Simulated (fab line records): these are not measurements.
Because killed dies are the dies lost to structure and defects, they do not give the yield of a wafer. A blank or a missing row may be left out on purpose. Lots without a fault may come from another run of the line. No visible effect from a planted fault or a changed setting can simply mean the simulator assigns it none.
fab line records    flow nand-harc    part 1 of 2: steps 1 to 24 of 31
record: lots: 5  wafers: 15  last-day: 33
route steps=1302 shown P_M2@344 P_BONDPAD@351
lots with no fault: from the same line, run without faults
start-h: hours from the record's first day to the start of the lot's first wafer shown    wait-h: hours elapsed since this lot's preceding step    " same as the row above    L1.1+2: a row that stands for several wafers    - value missing, or start not given    * or withheld: withheld    < > ~ a bound
route shown NAME@n: a module of which the file shows steps, and the number in the route of the first    usual: mean and standard deviation over wafers with no fault    same: alike in all rows    chamber/n: place in a boat    sites: readings site by site    _std_site: their standard deviation    _edge_site: outer sites' mean less inner sites'    radius-mm: for every site, how far away it sits from the centre of the wafer    mask NAME#n: copy n    behind: the most recent tool/chamber to have shaped the wafer    hold: why the lot went on hold/how many hours it stayed there/how the hold came to an end    device: the transistor (n, p or np) that didn't switch    end of line: the same wafers' tests at the end of the route    for a step that has no rows: nothing shown but its recipe    killed: at the first sort, the dies lost to defects and structure; wafer yield is something else    map: shows each die of a wafer: x if killed, . if not, _ if none is there
set.NAME: the run value of the setting; set.NAME@STEP: its run value at that earlier step    model.NAME: the simulator's own value behind a step, which no gauge read
lots at selected steps of the route; one table per step, one row per wafer
services: the hour from which a tool's chamber was out of use, counted from the record's first day as start-h (under 0 if before that day), plus the number of hours and why
== steps ==
step: NHARC_P_M2_CMP_23
recipe: t-overpolish-s: 20  target-thk-nm: 144.3
usual: motor-current-A: 11.8/1.2  retaining-ring-pressure-frac: 1.001/0.0045  slurry-flow-ml-min: 150.0/0.43  time-to-endpoint-s: 28.9/2.5
same: t-overpolish-s: 20
lot.wafer  tool    chamber  start-h  wait-h  motor-current-A  retaining-ring-pressure-frac  slurry-flow-ml-min  time-to-endpoint-s
L075.3     cmp-03  2        136.39   -       11.2             0.991                         149.4               33.0
L075.1     "       3        "        "       11.7             1.003                         149.4               30.7
L075.6     "       1        "        "       11.7             1.004                         150.2               30.1
L076.4     cmp-03  1        154.73   -       11.6             1.004                         150.9               29.1
L076.1     "       2        "        "       11.5             1.008                         149.4               30.0
L076.3     "       3        "        "       11.0             0.994                         149.3               28.3
L079.1     cmp-03  1        177.35   -       11.9             1.002                         150.4               27.9
L079.4     "       2        "        "       11.4             0.989                         149.6               26.8
L079.6     "       0        "        "       12.6             1.001                         150.6               27.9
L084.3     cmp-03  2        239.59   -       10.9             1.002                         150.2               30.9
L084.2     "       3        "        "       11.8             1.010                         150.2               34.6
L084.1     "       0        "        "       12.8             1.003                         150.2               32.5
L095.3     cmp-04  1        342.43   -       13.5             1.002                         149.7               25.0
L095.6     "       3        "        "       11.9             0.995                         150.4               26.5
L095.5     "       0        "        "       14.1             1.002                         150.3               26.0
step: NHARC_P_M2_THK_MEAS_24
recipe: thk-meas-gauge: xrf
usual: thk-nm: 144.6/1.4
lot.wafer  tool           chamber  start-h  wait-h  thk-nm
L075.1     film-metro-01  -        136.68   -       144.5
L075.3     "              -        "        "       142.4
L075.6     "              -        "        "       142.7
L076.1     film-metro-01  -        155.02   -       144.5
L076.3     "              -        "        "       147.3
L076.4     "              -        "        "       145.6
L079.1     film-metro-02  -        177.61   -       145.9
L079.4     "              -        "        "       146.8
L079.6     "              -        "        "       144.0
L084.1     film-metro-02  -        239.90   -       146.3
L084.2     "              -        "        "       144.7
L084.3     "              -        "        "       146.4
L095.3     film-metro-02  -        342.69   -       143.6
L095.5     "              -        "        "       145.9
L095.6     "              -        "        "       143.4
step: NHARC_P_M2_SRD_25
lot.wafer   tool          chamber  start-h  wait-h
L075.1+6+3  wet-bench-08  0,1,2    136.72   0.0
L076.1+4+3  wet-bench-08  0,1,2    155.06   0.0
L079.4+1+6  wet-bench-10  2,3,4    177.67   0.1
L084.1+2+3  wet-bench-10  0,2,3    239.95   0.0
L095.6+5+3  wet-bench-10  1,4,5    342.74   0.0
step: NHARC_P_M2_INSPECT_27
usual: raw-defect-count: 291/110
lot.wafer  tool               chamber  start-h  wait-h  raw-defect-count
L075.1     defect-inspect-02  -        136.83   0.0     448
L075.3     "                  -        "        "       275
L075.6     "                  -        "        "       416
L076.1     defect-inspect-02  -        155.18   0.0     172
L076.3     "                  -        "        "       244
L076.4     "                  -        "        "       167
L079.1     defect-inspect-01  -        177.77   0.0     330
L079.4     "                  -        "        "       358
L079.6     "                  -        "        "       347
L084.1     defect-inspect-02  -        240.06   0.0     218
L084.2     "                  -        "        "       184
L084.3     "                  -        "        "       178
L095.3     defect-inspect-02  -        342.85   0.0     224
L095.5     "                  -        "        "       255
L095.6     "                  -        "        "       218
step: NHARC_P_M2_PRE_CLEAN_32
recipe: time-s: 12  temp-c: 370  rf-power-w: 300  gas: NH3
usual: heater-power-w: 613/110
lot.wafer  tool      chamber  start-h  wait-h  heater-power-w
L075.1     pecvd-04  2        136.90   0.1     543
L075.3     "         1        "        "       501
L075.6     "         0        "        "       605
L076.1     pecvd-01  2        155.26   0.1     702
L076.3     "         0        "        "       669
L076.4     "         0        "        "       656
L079.1     pecvd-04  1        177.86   0.1     554
L079.6     "         0        "        "       528
L079.4     "         1        "        "       560
L084.2     pecvd-04  1        240.13   0.1     520
L084.3     "         2        "        "       517
L084.1     "         0        "        "       579
L095.3     pecvd-03  1        342.92   0.1     678
L095.6     "         1        "        "       683
L095.5     "         0        "        "       923
step: NHARC_P_M2_DEP_33
recipe: target-thk-a: 300  temp-c: 370  target-thk-nm: 30  pressure-torr: 3  flow-sccm: 200  rf-w: 450  material: SiCN
usual: chamber-pressure-Torr: 2.999/0.0062  heater-power-w: 558/96  showerhead-vpp-V: 1314/69
lot.wafer  tool      chamber  start-h  wait-h  chamber-pressure-Torr  heater-power-w  showerhead-vpp-V
L075.1     pecvd-04  2        136.98   0.1     2.992                  476             1375
L075.3     "         1        "        "       3.002                  483             1277
L075.6     "         0        "        "       3.003                  531             1230
L076.1     pecvd-01  2        155.37   0.1     3.002                  600             1273
L076.3     "         0        "        "       3.005                  650             1442
L076.4     "         0        "        "       3.001                  661             1448
L079.1     pecvd-04  1        178.00   0.1     3.005                  473             1312
L079.6     "         0        "        "       2.996                  554             1242
L079.4     "         1        "        "       3.004                  486             1313
L084.2     pecvd-04  1        240.20   0.1     2.999                  486             1301
L084.3     "         2        "        "       2.998                  401             1329
L084.1     "         0        "        "       2.998                  531             1253
L095.3     pecvd-03  1        343.00   0.1     3.007                  631             1332
L095.6     "         1        "        "       3.000                  635             1322
L095.5     "         0        "        "       2.998                  798             1340
step: NHARC_P_BONDPAD_DEP_00
recipe: target-thk-a: 2500  temp-c: 370  target-thk-nm: 250  pressure-torr: 3  flow-sccm: 200  rf-w: 450  material: SiCN
usual: chamber-pressure-Torr: 3.000/0.0063  heater-power-w: 587/110  showerhead-vpp-V: 1313/50
lot.wafer  tool      chamber  start-h  wait-h  chamber-pressure-Torr  heater-power-w  showerhead-vpp-V
L075.3     pecvd-03  2        137.59   -       3.000                  653             1298
L075.1     "         0        "        "       3.004                  735             1321
L075.6     "         1        "        "       2.988                  694             1353
L076.1     pecvd-03  2        155.74   -       3.001                  613             1288
L076.3     "         1        "        "       2.997                  623             1289
L076.4     "         1        "        "       2.992                  613             1306
L079.1     pecvd-01  2        178.33   -       2.998                  598             1248
L079.6     "         2        "        "       2.997                  602             1272
L079.4     "         1        "        "       2.996                  457             1246
L084.2     pecvd-03  0        240.68   -       2.996                  841             1370
L084.1     "         1        "        "       3.002                  653             1320
L084.3     "         2        "        "       3.002                  557             1312
L095.3     pecvd-04  1        343.41   -       3.001                  460             1327
L095.6     "         2        "        "       2.993                  412             1331
L095.5     "         0        "        "       2.998                  559             1247
step: NHARC_P_BONDPAD_CMP_32
recipe: target-thk-nm: 200  material: SiCN
usual: motor-current-A: 11.7/1.4  retaining-ring-pressure-frac: 1.000/0.0049  slurry-flow-ml-min: 150.0/0.49
lot.wafer  tool    chamber  start-h  wait-h  motor-current-A  retaining-ring-pressure-frac  slurry-flow-ml-min
L075.1     cmp-01  1        138.02   -       10.2             0.995                         149.2
L075.3     "       3        "        "       10.6             1.011                         150.7
L075.6     "       1        "        "       10.7             0.999                         149.3
L076.3     cmp-02  2        156.14   -       9.8              1.000                         150.5
L076.4     "       3        "        "       13.1             1.001                         150.7
L076.1     "       1        "        "       12.6             0.989                         150.7
L079.1     cmp-02  3        178.73   -       12.8             1.006                         149.5
L079.4     "       0        "        "       13.4             0.996                         150.1
L079.6     "       3        "        "       12.8             1.004                         149.1
L084.3     cmp-01  1        241.12   -       10.6             1.008                         150.0
L084.1     "       2        "        "       12.1             1.000                         149.7
L084.2     "       3        "        "       9.7              0.998                         150.2
L095.3     cmp-01  1        343.84   -       10.8             0.998                         150.2
L095.5     "       0        "        "       9.5              1.006                         150.7
L095.6     "       1        "        "       10.1             0.995                         149.4
step: NHARC_P_BONDPAD_THK_MEAS_33
recipe: thk-meas-gauge: ellipsometry
usual: thk-nm: 200.0/1.5
lot.wafer  tool           chamber  start-h  wait-h  thk-nm
L075.1     film-metro-01  -        138.24   0.2     200.0
L075.3     "              -        "        "       200.2
L075.6     "              -        "        "       198.6
L076.1     film-metro-01  -        156.40   0.2     200.7
L076.3     "              -        "        "       202.2
L076.4     "              -        "        "       202.8
L079.1     film-metro-01  -        178.98   0.2     201.2
L079.4     "              -        "        "       201.9
L079.6     "              -        "        "       201.7
L084.1     film-metro-01  -        241.34   0.2     199.9
L084.2     "              -        "        "       200.7
L084.3     "              -        "        "       199.5
L095.3     film-metro-01  -        344.06   0.2     197.3
L095.5     "              -        "        "       196.5
L095.6     "              -        "        "       198.7
step: NHARC_P_BONDPAD_SRD_34
lot.wafer   tool          chamber  start-h  wait-h
L075.1+3+6  wet-bench-08  2,6,7    138.29   0.0
L076.1+3+4  wet-bench-10  3,4,5    156.45   0.0
L079.6+1+4  wet-bench-08  1,5,6    179.02   0.0
L084.1+2+3  wet-bench-08  6,0,3    241.38   0.0
L095.5+6+3  wet-bench-10  2,4,6    344.11   0.0
step: NHARC_P_BONDPAD_DEHYDRATE_01
recipe: temp-c: 150  time-s: 120
usual: resist-line-temp-C: 23.02/0.11
lot.wafer  tool            chamber  start-h  wait-h  resist-line-temp-C
L075.1     litho-track-05  0        138.37   0.1     23.08
L075.3     "               0        "        "       23.06
L075.6     "               0        "        "       23.10
L076.1     litho-track-07  0        156.52   0.1     22.88
L076.3     "               0        "        "       23.12
L076.4     "               0        "        "       23.11
L079.1     litho-track-02  0        179.11   0.1     23.02
L079.4     "               0        "        "       22.94
L079.6     "               0        "        "       22.96
L084.1     litho-track-02  0        241.46   0.1     22.82
L084.2     "               0        "        "       23.00
L084.3     "               0        "        "       22.98
L095.3     litho-track-05  0        344.19   0.1     23.10
L095.5     "               0        "        "       23.15
L095.6     "               0        "        "       23.06
step: NHARC_P_BONDPAD_HMDS_02
recipe: time-s: 30
usual: resist-line-temp-C: 23.01/0.099
lot.wafer  tool            chamber  start-h  wait-h  resist-line-temp-C
L075.1     litho-track-05  0        -        -       22.88
L075.3     "               0        "        "       22.84
L075.6     "               0        "        "       22.97
L076.1     litho-track-07  0        -        -       23.06
L076.3     "               0        "        "       23.02
L076.4     "               0        "        "       22.95
L079.1     litho-track-02  0        -        -       22.82
L079.4     "               0        "        "       22.93
L079.6     "               0        "        "       23.09
L084.1     litho-track-02  0        -        -       23.28
L084.2     "               0        "        "       23.15
L084.3     "               0        "        "       23.20
L095.3     litho-track-05  0        -        -       22.92
L095.5     "               0        "        "       23.00
L095.6     "               0        "        "       22.95
step: NHARC_P_BONDPAD_COAT_36
recipe: temp-c: 200  time-s: 65
usual: resist-line-temp-C: 23.00/0.1
lot.wafer  tool            chamber  start-h  wait-h  resist-line-temp-C
L075.1     litho-track-05  0        -        -       23.04
L075.3     "               0        "        "       23.10
L075.6     "               0        "        "       23.17
L076.1     litho-track-07  0        -        -       23.12
L076.3     "               0        "        "       23.02
L076.4     "               0        "        "       23.18
L079.1     litho-track-02  0        -        -       23.02
L079.4     "               0        "        "       23.05
L079.6     "               0        "        "       23.09
L084.1     litho-track-02  0        -        -       23.08
L084.2     "               0        "        "       22.91
L084.3     "               0        "        "       23.02
L095.3     litho-track-05  0        -        -       23.04
L095.5     "               0        "        "       22.93
L095.6     "               0        "        "       22.89
step: NHARC_P_BONDPAD_COAT_03
recipe: spin-rpm: 2000  resist-thk-nm: 600
usual: dispense-pressure-kPa: 48/5.8  resist-line-temp-C: 23.01/0.11
lot.wafer  tool            chamber  start-h  wait-h  dispense-pressure-kPa  resist-line-temp-C
L075.1     litho-track-05  0        -        -       56                     23.04
L075.3     "               0        "        "       56                     22.93
L075.6     "               0        "        "       56                     23.01
L076.1     litho-track-07  0        -        -       49                     22.88
L076.3     "               0        "        "       49                     23.10
L076.4     "               0        "        "       49                     22.92
L079.1     litho-track-02  0        -        -       43                     23.12
L079.4     "               0        "        "       43                     23.15
L079.6     "               0        "        "       43                     22.99
L084.1     litho-track-02  0        -        -       43                     23.04
L084.2     "               0        "        "       43                     23.25
L084.3     "               0        "        "       43                     23.07
L095.3     litho-track-05  0        -        -       56                     22.92
L095.5     "               0        "        "       56                     22.94
L095.6     "               0        "        "       56                     23.08
step: NHARC_P_BONDPAD_SOFTBAKE_04
recipe: temp-c: 125  time-s: 70
usual: resist-line-temp-C: 23.02/0.1
lot.wafer  tool            chamber  start-h  wait-h  resist-line-temp-C
L075.1     litho-track-05  0        -        -       22.87
L075.3     "               0        "        "       22.98
L075.6     "               0        "        "       22.79
L076.1     litho-track-07  0        -        -       22.99
L076.3     "               0        "        "       22.94
L076.4     "               0        "        "       23.11
L079.1     litho-track-02  0        -        -       23.05
L079.4     "               0        "        "       22.97
L079.6     "               0        "        "       23.09
L084.1     litho-track-02  0        -        -       23.06
L084.2     "               0        "        "       22.89
L084.3     "               0        "        "       22.89
L095.3     litho-track-05  0        -        -       23.28
L095.5     "               0        "        "       23.16
L095.6     "               0        "        "       23.21
step: NHARC_P_BONDPAD_EBR_05
usual: resist-line-temp-C: 23.02/0.1
lot.wafer  tool            chamber  start-h  wait-h  resist-line-temp-C
L075.1     litho-track-05  0        -        -       23.07
L075.3     "               0        "        "       22.98
L075.6     "               0        "        "       22.95
L076.1     litho-track-07  0        -        -       23.09
L076.3     "               0        "        "       22.94
L076.4     "               0        "        "       22.96
L079.1     litho-track-02  0        -        -       23.10
L079.4     "               0        "        "       23.21
L079.6     "               0        "        "       23.12
L084.1     litho-track-02  0        -        -       23.05
L084.2     "               0        "        "       23.12
L084.3     "               0        "        "       22.95
L095.3     litho-track-05  0        -        -       22.98
L095.5     "               0        "        "       23.12
L095.6     "               0        "        "       23.06
step: NHARC_P_BONDPAD_EXPOSE_06
recipe: na: 0.55  dose-mj: 37.06  mask-id: P_BPAD
lot.wafer   tool            chamber  start-h  wait-h  mask
L075.1+3+6  krf-scanner-02  0        138.66   -       P_BPAD#0
L076.1+3+4  krf-scanner-02  0        156.69   -       P_BPAD#0
L079.1+4+6  krf-scanner-01  0        179.40   -       P_BPAD#0
L084.1+2+3  krf-scanner-01  0        241.91   -       P_BPAD#0
L095.3+5+6  krf-scanner-01  0        344.49   -       P_BPAD#0
step: NHARC_P_BONDPAD_PEB_07
recipe: peb-temp-c: 128  peb-time-s: 80
usual: resist-line-temp-C: 22.99/0.1
lot.wafer  tool            chamber  start-h  wait-h  resist-line-temp-C
L075.1     litho-track-02  0        138.72   0.1     22.89
L075.3     "               0        "        "       22.82
L075.6     "               0        "        "       22.81
L076.1     litho-track-05  0        156.75   0.1     22.92
L076.3     "               0        "        "       23.00
L076.4     "               0        "        "       22.97
L079.1     litho-track-07  0        179.46   0.1     23.04
L079.4     "               0        "        "       22.98
L079.6     "               0        "        "       22.86
L084.1     litho-track-07  0        241.98   0.1     22.84
L084.2     "               0        "        "       22.93
L084.3     "               0        "        "       22.84
L095.3     litho-track-07  0        344.55   0.1     22.85
L095.5     "               0        "        "       22.97
L095.6     "               0        "        "       22.96
step: NHARC_P_BONDPAD_DEVELOP_08
recipe: time-s: 50  dev-temp-c: 22
usual: resist-line-temp-C: 23.01/0.093
lot.wafer  tool            chamber  start-h  wait-h  resist-line-temp-C
L075.1     litho-track-02  0        -        -       23.11
L075.3     "               0        "        "       22.96
L075.6     "               0        "        "       22.90
L076.1     litho-track-05  0        -        -       23.17
L076.3     "               0        "        "       23.09
L076.4     "               0        "        "       22.99
L079.1     litho-track-07  0        -        -       22.99
L079.4     "               0        "        "       23.07
L079.6     "               0        "        "       23.11
L084.1     litho-track-07  0        -        -       23.04
L084.2     "               0        "        "       23.05
L084.3     "               0        "        "       23.14
L095.3     litho-track-07  0        -        -       22.90
L095.5     "               0        "        "       22.99
L095.6     "               0        "        "       23.05
step: NHARC_P_BONDPAD_CD_MEAS_09
recipe: target-cd-nm: 500  landing-energy-ev: 500
usual: cd-nm: 500.0/1.5
lot.wafer  tool       chamber  start-h  wait-h  cd-nm
L075.1     cd-sem-02  0        138.81   -       499.6
L075.3     "          0        "        "       501.3
L075.6     "          0        "        "       500.5
L076.1     cd-sem-01  0        156.84   -       498.4
L076.3     "          0        "        "       498.0
L076.4     "          0        "        "       499.3
L079.1     cd-sem-03  0        179.55   -       500.3
L079.4     "          0        "        "       499.6
L079.6     "          0        "        "       499.5
L084.1     cd-sem-03  0        242.06   -       499.7
L084.2     "          0        "        "       499.8
L084.3     "          0        "        "       501.7
L095.3     cd-sem-01  0        344.63   -       498.9
L095.5     "          0        "        "       500.6
L095.6     "          0        "        "       499.3
step: NHARC_P_BONDPAD_OVL_MEAS_38
usual: overlay-x-nm: 2/5.6  overlay-y-nm: -1/4.6
lot.wafer  tool        chamber  start-h  wait-h  overlay-x-nm  overlay-y-nm
L075.1     overlay-02  -        138.90   -       9             1
L075.3     "           -        "        "       10            2
L075.6     "           -        "        "       10            2
L076.1     overlay-01  -        156.93   -       6             8
L076.3     "           -        "        "       6             7
L076.4     "           -        "        "       5             8
L079.1     overlay-01  -        179.64   -       5             4
L079.4     "           -        "        "       6             5
L079.6     "           -        "        "       6             4
L084.1     overlay-02  -        242.15   -       -4            -4
L084.2     "           -        "        "       -4            -4
L084.3     "           -        "        "       -4            -4
L095.3     overlay-01  -        344.72   -       8             -1
L095.5     "           -        "        "       7             -1
L095.6     "           -        "        "       8             -2
step: NHARC_P_BONDPAD_HARDBAKE_10
recipe: temp-c: 118  time-s: 65
usual: resist-line-temp-C: 23.00/0.11
lot.wafer  tool            chamber  start-h  wait-h  resist-line-temp-C
L075.1     litho-track-02  0        138.94   0.0     23.02
L075.3     "               0        "        "       23.02
L075.6     "               0        "        "       22.94
L076.1     litho-track-02  0        156.97   0.0     22.86
L076.3     "               0        "        "       23.03
L076.4     "               0        "        "       23.01
L079.1     litho-track-05  0        179.68   0.0     23.06
L079.4     "               0        "        "       22.90
L079.6     "               0        "        "       23.00
L084.1     litho-track-07  0        242.20   0.0     22.97
L084.2     "               0        "        "       23.01
L084.3     "               0        "        "       22.83
L095.3     litho-track-07  0        344.77   0.1     22.99
L095.5     "               0        "        "       23.03
L095.6     "               0        "        "       23.00
step: NHARC_P_BONDPAD_DESCUM_11
recipe: time-s: 3  o2-flow-sccm: 200  ar-flow-sccm: 0  bias-power-w: 0  chemistry: O2
usual: drypump-motor-current-A: 5.7/0.41  oes-product-au: 1.000/0.0077  rf-vpp-V: 57.7/0.93  showerhead-plenum-p-Torr: 1.88/0.059  throttle-valve-pct: 11.311/0.0099
lot.wafer  tool         chamber  start-h  wait-h  drypump-motor-current-A  oes-product-au  rf-hours-counter-h  rf-vpp-V  showerhead-plenum-p-Torr  throttle-valve-pct
L075.1     rie-diel-11  3        139.04   -       5.5                      1.005           1.6                 57.9      1.89                      11.309
L075.3     "            0        "        "       5.8                      1.002           1.6                 58.3      1.81                      11.315
L075.6     "            1        "        "       6.1                      0.996           -                   57.2      1.83                      11.307
L076.1     rie-diel-08  3        157.05   -       5.7                      1.002           7.8                 57.9      1.98                      11.310
L076.3     "            1        "        "       5.1                      1.002           6.2                 57.4      1.87                      11.326
L076.4     "            2        "        "       5.2                      1.006           7.7                 57.6      1.91                      11.323
L079.1     rie-diel-11  0        179.76   -       5.8                      0.997           3.0                 56.6      1.81                      11.304
L079.4     "            2        "        "       5.4                      0.997           3.1                 56.6      1.81                      11.315
L079.6     "            0        "        "       5.8                      0.999           -                   57.3      1.81                      11.314
L084.3     rie-diel-08  0        242.28   -       6.0                      1.007           2.7                 57.7      1.90                      11.306
L084.2     "            2        "        "       5.2                      0.988           2.4                 59.4      1.91                      11.313
L084.1     "            3        "        "       5.7                      0.990           2.8                 58.6      1.98                      11.317
L095.3     rie-diel-11  2        344.84   -       5.4                      1.012           2.1                 58.3      1.80                      11.297
L095.5     "            2        "        "       5.4                      0.999           -                   57.5      1.80                      11.313
L095.6     "            3        "        "       5.4                      1.005           -                   56.8      1.89                      11.308
step: NHARC_P_BONDPAD_ETCH_37
recipe: target-depth-a: 600  overetch-a: 180  time-s: 65.91  ion-energy-ev: 200  n2-flow-sccm: 150  h2-flow-sccm: 150  ar-flow-sccm: 0  rf-w: 400  bias-w: 150  chemistry: N2/H2
usual: drypump-motor-current-A: 5.7/0.39  n2-flow-sccm: 149.9/0.48  oes-product-au: 1.000/0.0079  rf-vpp-V: 429.5/2  showerhead-plenum-p-Torr: 2.00/0.062  throttle-valve-pct: 14.171/0.009
lot.wafer  tool         chamber  start-h  wait-h  drypump-motor-current-A  n2-flow-sccm  oes-product-au  rf-hours-counter-h  rf-vpp-V  showerhead-plenum-p-Torr  throttle-valve-pct
L075.3     rie-diel-11  3        139.11   0.1     5.4                      149.1         0.998           1.7                 429.8     2.02                      14.173
L075.1     "            0        "        "       5.8                      149.7         0.983           1.6                 428.4     1.93                      14.171
L075.6     "            0        "        "       5.8                      149.7         1.000           -                   427.4     1.93                      14.165
L076.1     rie-diel-08  0        157.14   0.1     6.0                      149.7         0.998           7.2                 429.3     2.03                      14.176
L076.3     "            1        "        "       5.1                      149.7         1.000           6.2                 428.2     1.99                      14.171
L076.4     "            2        "        "       5.2                      149.6         0.994           7.7                 430.3     2.04                      14.176
L079.1     rie-diel-11  0        179.86   0.1     5.8                      150.6         0.992           3.0                 428.2     1.93                      14.179
L079.4     "            1        "        "       6.1                      150.4         0.999           2.8                 430.0     1.95                      14.164
L079.6     "            2        "        "       5.4                      150.2         1.005           -                   427.0     1.92                      14.153
L084.2     rie-diel-08  1        242.36   0.1     5.1                      149.8         0.991           2.3                 428.6     1.99                      14.183
L084.3     "            2        "        "       5.3                      149.7         0.985           2.4                 431.5     2.04                      14.152
L084.1     "            0        "        "       6.0                      149.3         1.005           2.7                 429.7     2.02                      14.188
L095.3     rie-diel-11  0        344.93   0.1     5.8                      149.8         1.006           2.2                 427.7     1.93                      14.160
L095.6     "            0        "        "       5.8                      150.9         1.012           -                   425.9     1.93                      14.159
L095.5     "            1        "        "       6.1                      150.4         1.002           -                   428.6     1.95                      14.184
